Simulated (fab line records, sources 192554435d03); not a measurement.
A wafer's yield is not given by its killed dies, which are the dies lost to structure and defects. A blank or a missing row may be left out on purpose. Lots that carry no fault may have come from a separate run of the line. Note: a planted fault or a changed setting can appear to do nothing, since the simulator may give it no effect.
What tool caused it? | flow n5-finfet | 24 lots, 72 wafers sampled, at 6 steps of a route of 1938

== WHAT THE GAUGES SHOWED, per wafer ==
N5_BEOL_M12_OVL_MEAS_11.
lot  | measured     | on         | V11_OVL (nm)
L076 | day 12 11:37 | overlay-02 | 1 4 -1
L075 | day 12 16:11 | overlay-02 | 0 1 2
L074 | day 12 16:38 | overlay-01 | 7 0 -7
L077 | day 12 20:41 | overlay-01 | 5 3 0
L078 | day 13 04:24 | overlay-02 | 6 -4 0
L081 | day 13 17:31 | overlay-02 | 5 5 5
L079 | day 13 17:55 | overlay-01 | 8 2 1
L080 | day 13 18:59 | overlay-01 | 4 0 2
L085 | day 14 05:59 | overlay-01 | -5 0 -8
L082 | day 14 08:29 | overlay-02 | -7 -9 -7
L083 | day 14 14:09 | overlay-01 | 1 -4 6
L084 | day 15 00:47 | overlay-02 | -10 -5 -5
L087 | day 15 06:17 | overlay-02 | 1 0 0
L089 | day 15 09:19 | overlay-02 | 6 -4 4
L086 | day 15 09:38 | overlay-02 | 0 -1 -4
L090 | day 16 04:27 | overlay-01 | 11 2 8
L088 | day 16 05:01 | overlay-01 | -1 -2 -1
L092 | day 17 00:58 | overlay-01 | -4 -7 1
L091 | day 17 01:08 | overlay-02 | 6 6 -3
L095 | day 17 07:29 | overlay-01 | 1 3 12
L094 | day 17 07:46 | overlay-02 | 3 3 4
L096 | day 17 08:25 | overlay-02 | -1 0 0
L093 | day 17 09:17 | overlay-01 | -4 -4 -2
L097 | day 18 01:19 | overlay-01 | -1 8 2

N5_BEOL_M12_OVL_MEAS_29.
lot  | measured     | on         | M12_OVL (nm)
L076 | day 12 14:22 | overlay-01 | -4 0 -2
L075 | day 12 17:26 | overlay-02 | 3 1 1
L074 | day 12 17:44 | overlay-02 | 4 2 -4
L077 | day 12 21:43 | overlay-01 | 0 -1 0
L078 | day 13 05:54 | overlay-01 | 2 -2 -1
L081 | day 13 18:35 | overlay-02 | 0 3 2
L079 | day 13 18:56 | overlay-02 | -4 -4 1
L080 | day 13 20:34 | overlay-01 | 4 2 2
L085 | day 14 06:55 | overlay-01 | -4 5 0
L082 | day 14 09:28 | overlay-02 | -2 3 -2
L083 | day 14 15:55 | overlay-01 | -3 -13 0
L084 | day 15 01:49 | overlay-02 | -2 0 -5
L087 | day 15 07:19 | overlay-02 | 5 -2 2
L089 | day 15 10:14 | overlay-01 | 8 4 0
L086 | day 15 10:37 | overlay-02 | 6 6 2
L090 | day 16 05:22 | overlay-02 | -3 -9 -12
L088 | day 16 05:56 | overlay-01 | -5 1 -7
L092 | day 17 01:53 | overlay-01 | -10 -11 -1
L091 | day 17 02:02 | overlay-02 | -3 -1 -8
L095 | day 17 08:48 | overlay-02 | -1 4 8
L094 | day 17 08:58 | overlay-02 | 7 3 -1
L096 | day 17 09:20 | overlay-02 | -5 -2 -9
L093 | day 17 10:28 | overlay-01 | -4 -11 -6
L097 | day 18 02:21 | overlay-01 | 1 8 2

== WHAT TOOL EACH LOT RAN ON (gives the tool, then ch and the chambers of the sampled wafers, and finally the start) ==
lot  | N5_BEOL_M11_STRIP_77                          | N5_BEOL_M11_SURFACE_TREAT_76 | N5_BEOL_M12_STRIP_63                 | N5_BEOL_M12_STRIP_64
L076 | rie-diel-04 ch 0,1, day 12 09:35 or earlier   | pvd-sputter-01, day 12 09:35 | plasma-asher-01 ch 0,1, day 12 13:20 | plasma-asher-01 ch 0,1, day 12 13:24
L075 | rie-diel-02 ch 0,1,2, day 12 14:33 or earlier | pvd-sputter-01, day 12 14:33 | plasma-asher-01 ch 0,1, day 12 16:53 | plasma-asher-01 ch 0,1, day 12 16:56
L074 | rie-diel-04 ch 1,2, day 12 14:52 or earlier   | pvd-sputter-02, day 12 14:52 | plasma-asher-01 ch 0,1, day 12 17:00 | plasma-asher-01 ch 0,1, day 12 17:04
L077 | rie-diel-06 ch 0,1, day 12 18:48 or earlier   | pvd-sputter-03, day 12 18:48 | plasma-asher-01 ch 0,1, day 12 21:01 | plasma-asher-01 ch 0,1, day 12 21:05
L078 | rie-diel-06 ch 1,2,3, day 13 02:32 or earlier | pvd-sputter-01, day 13 02:32 | plasma-asher-02 ch 0,1, day 13 05:13 | plasma-asher-02 ch 0,1, day 13 05:16
L081 | rie-diel-02 ch 2,3, day 13 15:20 or earlier   | pvd-sputter-03, day 13 15:20 | plasma-asher-01 ch 0,1, day 13 17:52 | plasma-asher-01 ch 0,1, day 13 17:55
L079 | rie-diel-06 ch 0,2,3, day 13 15:31 or earlier | pvd-sputter-01, day 13 15:31 | plasma-asher-02 ch 0,1, day 13 18:15 | plasma-asher-02 ch 0,1, day 13 18:19
L080 | rie-diel-04 ch 0,1, day 13 15:48 or earlier   | pvd-sputter-03, day 13 15:48 | plasma-asher-01 ch 0,1, day 13 19:53 | plasma-asher-01 ch 0,1, day 13 19:57
L085 | rie-diel-02 ch 0,1,3, day 14 04:12 or earlier | pvd-sputter-03, day 14 04:12 | plasma-asher-01 ch 0,1, day 14 06:22 | plasma-asher-01 ch 0,1, day 14 06:25
L082 | rie-diel-04 ch 0,2,3, day 14 05:08 or earlier | pvd-sputter-03, day 14 05:08 | plasma-asher-02 ch 0,1, day 14 08:52 | plasma-asher-02 ch 0,1, day 14 08:56
L083 | rie-diel-02 ch 0,1,2, day 14 12:01 or earlier | pvd-sputter-02, day 14 12:01 | plasma-asher-02 ch 0,1, day 14 15:14 | plasma-asher-02 ch 0,1, day 14 15:18
L084 | rie-diel-02 ch 1,2, day 14 22:50 or earlier   | pvd-sputter-03, day 14 22:50 | plasma-asher-02 ch 0,1, day 15 01:08 | plasma-asher-02 ch 0,1, day 15 01:12
L087 | rie-diel-06 ch 0,3, day 15 04:06 or earlier   | pvd-sputter-02, day 15 04:06 | plasma-asher-01 ch 0,1, day 15 06:39 | plasma-asher-01 ch 0,1, day 15 06:43
L089 | rie-diel-02 ch 0,1,3, day 15 07:23 or earlier | pvd-sputter-01, day 15 07:23 | plasma-asher-01 ch 0,1, day 15 09:40 | plasma-asher-01 ch 0,1, day 15 09:44
L086 | rie-diel-04 ch 0,2,3, day 15 07:38 or earlier | pvd-sputter-02, day 15 07:38 | plasma-asher-01 ch 0,1, day 15 10:02 | plasma-asher-01 ch 0,1, day 15 10:06
L090 | rie-diel-02 ch 0,1,3, day 16 02:41 or earlier | pvd-sputter-02, day 16 02:41 | plasma-asher-02 ch 0,1, day 16 04:47 | plasma-asher-02 ch 0,1, day 16 04:51
L088 | rie-diel-06 ch 0,1, day 16 02:49 or earlier   | pvd-sputter-02, day 16 02:49 | plasma-asher-01 ch 0,1, day 16 05:22 | plasma-asher-01 ch 0,1, day 16 05:26
L092 | rie-diel-02 ch 0,1,2, day 16 23:05 or earlier | pvd-sputter-03, day 16 23:05 | plasma-asher-02 ch 0,1, day 17 01:19 | plasma-asher-02 ch 0,1, day 17 01:23
L091 | rie-diel-06 ch 2,3, day 16 23:20 or earlier   | pvd-sputter-03, day 16 23:20 | plasma-asher-01 ch 0,1, day 17 01:29 | plasma-asher-01 ch 0,1, day 17 01:32
L095 | rie-diel-06 ch 0,3, day 17 05:19 or earlier   | pvd-sputter-02, day 17 05:19 | plasma-asher-01 ch 0,1, day 17 08:07 | plasma-asher-01 ch 0,1, day 17 08:10
L094 | rie-diel-04 ch 0,1, day 17 05:41 or earlier   | pvd-sputter-01, day 17 05:41 | plasma-asher-02 ch 0,1, day 17 08:10 | plasma-asher-02 ch 0,1, day 17 08:14
L096 | rie-diel-02 ch 0,1,3, day 17 06:16 or earlier | pvd-sputter-01, day 17 06:16 | plasma-asher-02 ch 0,1, day 17 08:46 | plasma-asher-02 ch 0,1, day 17 08:50
L093 | rie-diel-02 ch 0,1,2, day 17 07:35 or earlier | pvd-sputter-01, day 17 07:35 | plasma-asher-01 ch 0,1, day 17 09:54 | plasma-asher-01 ch 0,1, day 17 09:58
L097 | rie-diel-04 ch 0,1, day 17 23:05 or earlier   | pvd-sputter-03, day 17 23:05 | plasma-asher-02 ch 0,1, day 18 01:40 | plasma-asher-02 ch 0,1, day 18 01:43
- N5_BEOL_M11_STRIP_77: strips in N2/H2, time 10 s.
- N5_BEOL_M11_SURFACE_TREAT_76
- N5_BEOL_M12_STRIP_63: strips in N2/H2.
- N5_BEOL_M12_STRIP_64: strips in N2/H2.

== AS READ BY THE TOOLS THEMSELVES (means over the sampled wafers that have a number; for cases with no such wafer, the mark the record gives instead) ==
N5_BEOL_M11_STRIP_77.
lot  | tool        | bias-power-w (W) | drypump-motor-current-A (A) | h2-flow-sccm (sccm) | oes-product-au (a.u.) | rf-vpp-V (V) | showerhead-plenum-p-Torr (Torr) | throttle-valve-pct (%)
L076 | rie-diel-04 | 7.002            | 5.4                         | 199.6               | 0.85                  | 58.8         | 2.53                            | 23.59
L075 | rie-diel-02 | 6.970            | 6.1                         | 200.0               | 0.78                  | 58.2         | 2.56                            | 23.55
L074 | rie-diel-04 | 6.991            | 5.1                         | 200.0               | 0.78                  | 58.7         | 2.50                            | 23.51
L077 | rie-diel-06 | 6.997            | 6.3                         | 199.6               | 0.81                  | 58.9         | 2.60                            | 23.82
L078 | rie-diel-06 | 7.008            | 5.5                         | 199.8               | 0.72                  | 59.4         | 2.53                            | 23.86
L081 | rie-diel-02 | 6.993            | 6.7                         | 199.1               | 0.77                  | 59.0         | 2.46                            | 24.12
L079 | rie-diel-06 | 7.034            | 5.7                         | 200.3               | 0.77                  | 58.6         | 2.51                            | 23.72
L080 | rie-diel-04 | 6.994            | 5.7                         | 200.1               | 0.85                  | 59.2         | 2.49                            | 23.57
L085 | rie-diel-02 | 7.011            | 6.2                         | 200.1               | 0.76                  | 59.0         | 2.56                            | 23.83
L082 | rie-diel-04 | 6.990            | 5.6                         | 199.9               | 0.76                  | 58.7         | 2.42                            | 23.52
L083 | rie-diel-02 | 7.007            | 6.1                         | 199.8               | 0.76                  | 59.8         | 2.55                            | 23.58
L084 | rie-diel-02 | 7.008            | 6.4                         | 200.3               | 0.72                  | 58.9         | 2.58                            | 23.52
L087 | rie-diel-06 | 6.981            | 5.4                         | 200.0               | 0.75                  | 59.0         | 2.54                            | 23.74
L089 | rie-diel-02 | 6.997            | 6.2                         | 199.5               | 0.75                  | 59.1         | 2.55                            | 23.83
L086 | rie-diel-04 | 6.988            | 5.6                         | 200.0               | 0.75                  | 58.1         | 2.42                            | 23.52
L090 | rie-diel-02 | 7.006            | 6.2                         | 200.4               | 0.76                  | 58.8         | 2.55                            | 23.83
L088 | rie-diel-06 | 6.996            | 6.2                         | 200.6               | 0.73                  | 59.3         | 2.60                            | 23.99
L092 | rie-diel-02 | 7.009            | 6.1                         | 199.9               | 0.75                  | 58.6         | 2.54                            | 23.60
L091 | rie-diel-06 | 6.983            | 5.5                         | 200.1               | 0.71                  | 59.4         | 2.45                            | 23.79
L095 | rie-diel-06 | 7.028            | 6.0                         | 200.2               | 0.77                  | 58.6         | 2.55                            | 23.73
L094 | rie-diel-04 | 6.998            | 5.7                         | 200.0               | 0.82                  | 59.0         | 2.48                            | 23.61
L096 | rie-diel-02 | 6.995            | 6.2                         | 199.9               | 0.75                  | 59.1         | 2.55                            | 23.84
L093 | rie-diel-02 | 7.000            | 6.1                         | 200.0               | 0.75                  | 59.1         | 2.54                            | 23.60
L097 | rie-diel-04 | 7.004            | 5.4                         | 200.2               | 0.80                  | 58.0         | 2.51                            | 23.64

N5_BEOL_M12_STRIP_63.
lot  | tool            | drypump-motor-current-A (A) | h2-flow-sccm (sccm) | heater-power-w (W) | oes-product-au (a.u.) | strip-time-to-endpoint-s (s)
L076 | plasma-asher-01 | 6.13                        | 3233                | 312                | 0.692                 | 42.4
L075 | plasma-asher-01 | 6.17                        | 3251                | 310                | 0.695                 | 42.6
L074 | plasma-asher-01 | 6.13                        | 3254                | 312                | 0.695                 | 42.0
L077 | plasma-asher-01 | 6.17                        | 3251                | 306                | 0.695                 | 42.2
L078 | plasma-asher-02 | 6.05                        | 3248                | 306                | 0.695                 | 42.1
L081 | plasma-asher-01 | 6.14                        | 3258                | 312                | 0.694                 | 42.2
L079 | plasma-asher-02 | 6.03                        | 3239                | 307                | 0.691                 | 42.1
L080 | plasma-asher-01 | 6.15                        | 3261                | 308                | 0.694                 | 42.4
L085 | plasma-asher-01 | 6.14                        | 3252                | 311                | 0.690                 | 41.9
L082 | plasma-asher-02 | 6.03                        | 3256                | 309                | 0.688                 | 41.5
L083 | plasma-asher-02 | 6.03                        | 3240                | 308                | 0.694                 | 43.0
L084 | plasma-asher-02 | 6.10                        | 3249                | 320                | 0.690                 | 42.6
L087 | plasma-asher-01 | 6.01                        | 3249                | 329                | 0.694                 | 43.0
L089 | plasma-asher-01 | 6.04                        | 3253                | 328                | 0.694                 | 42.4
L086 | plasma-asher-01 | 6.02                        | 3253                | 334                | 0.687                 | 42.4
L090 | plasma-asher-02 | 6.06                        | 3247                | 307                | 0.692                 | 40.7
L088 | plasma-asher-01 | 6.02                        | 3252                | 338                | 0.696                 | 42.8
L092 | plasma-asher-02 | 6.05                        | 3241                | 311                | 0.697                 | 43.1
L091 | plasma-asher-01 | 6.07                        | 3244                | 335                | 0.691                 | 42.2
L095 | plasma-asher-01 | 6.15                        | 3234                | 313                | 0.694                 | 41.9
L094 | plasma-asher-02 | 6.08                        | 3254                | 304                | 0.694                 | 43.2
L096 | plasma-asher-02 | 6.04                        | 3249                | 303                | 0.692                 | 41.8
L093 | plasma-asher-01 | 6.14                        | 3249                | 311                | 0.691                 | 42.0
L097 | plasma-asher-02 | 6.09                        | 3248                | 327                | 0.695                 | 42.9

N5_BEOL_M12_STRIP_64.
lot  | tool            | drypump-motor-current-A (A) | h2-flow-sccm (sccm) | heater-power-w (W) | oes-product-au (a.u.) | strip-time-to-endpoint-s (s)
L076 | plasma-asher-01 | 6.12                        | 3240                | 308                | 0.716                 | 31.26
L075 | plasma-asher-01 | 6.17                        | 3254                | 313                | 0.713                 | 31.27
L074 | plasma-asher-01 | 6.12                        | 3255                | 312                | 0.715                 | 31.34
L077 | plasma-asher-01 | 6.14                        | 3252                | 311                | 0.714                 | 31.20
L078 | plasma-asher-02 | 6.06                        | 3249                | 302                | 0.711                 | 31.26
L081 | plasma-asher-01 | 6.14                        | 3254                | 307                | 0.712                 | 31.26
L079 | plasma-asher-02 | 6.08                        | 3247                | 301                | 0.717                 | 31.41
L080 | plasma-asher-01 | 6.15                        | 3251                | 312                | 0.712                 | 31.43
L085 | plasma-asher-01 | 6.15                        | 3256                | 310                | 0.711                 | 31.29
L082 | plasma-asher-02 | 6.03                        | 3247                | 307                | 0.712                 | 31.36
L083 | plasma-asher-02 | 6.05                        | 3238                | 305                | 0.711                 | 31.39
L084 | plasma-asher-02 | 6.11                        | 3252                | 320                | 0.719                 | 31.31
L087 | plasma-asher-01 | 6.03                        | 3251                | 331                | 0.710                 | 31.36
L089 | plasma-asher-01 | 6.04                        | 3240                | 328                | 0.720                 | 31.35
L086 | plasma-asher-01 | 6.03                        | 3248                | 332                | 0.722                 | 31.31
L090 | plasma-asher-02 | 6.04                        | 3243                | 302                | 0.718                 | 31.30
L088 | plasma-asher-01 | 6.04                        | 3253                | 331                | 0.714                 | 31.23
L092 | plasma-asher-02 | 6.06                        | 3246                | 305                | 0.716                 | 31.26
L091 | plasma-asher-01 | 6.06                        | 3254                | 331                | 0.710                 | 31.20
L095 | plasma-asher-01 | 6.14                        | 3249                | 308                | 0.716                 | 31.40
L094 | plasma-asher-02 | 6.02                        | 3246                | 306                | 0.715                 | 31.30
L096 | plasma-asher-02 | 6.05                        | 3249                | 304                | 0.715                 | 31.32
L093 | plasma-asher-01 | 6.15                        | 3256                | 309                | 0.717                 | 31.39
L097 | plasma-asher-02 | 6.10                        | 3242                | 318                | 0.715                 | 31.38

== THE ANSWER, worked out from the rows above alone ==
Rule: the usual values come from the lots themselves. The widest of any qualifying gaps counts: lots, ordered by their means at a reading, are off when they make up no more than a third of the lots, leave a main group of 4 or more, and stand apart from it by 3 or more times the standard deviation of that group's means. Not used: any main group whose means are identical at the precision the tables above print for the reading. Also off: a lot with no number at a reading for which 4 or more lots have one. Where the step has rows for the other lots, those lots are counted as sound. First the gauges in route order, then the tools' own readings, where a lot's mean is used as printed above. The first step at which some lot is off is used, and at that step the reading that is off furthest; a lot without a number counts as furthest.
Nothing can be told from this: no lot is off at any reading shown.

== WHAT THE SIMULATOR HAD PUT IN ==
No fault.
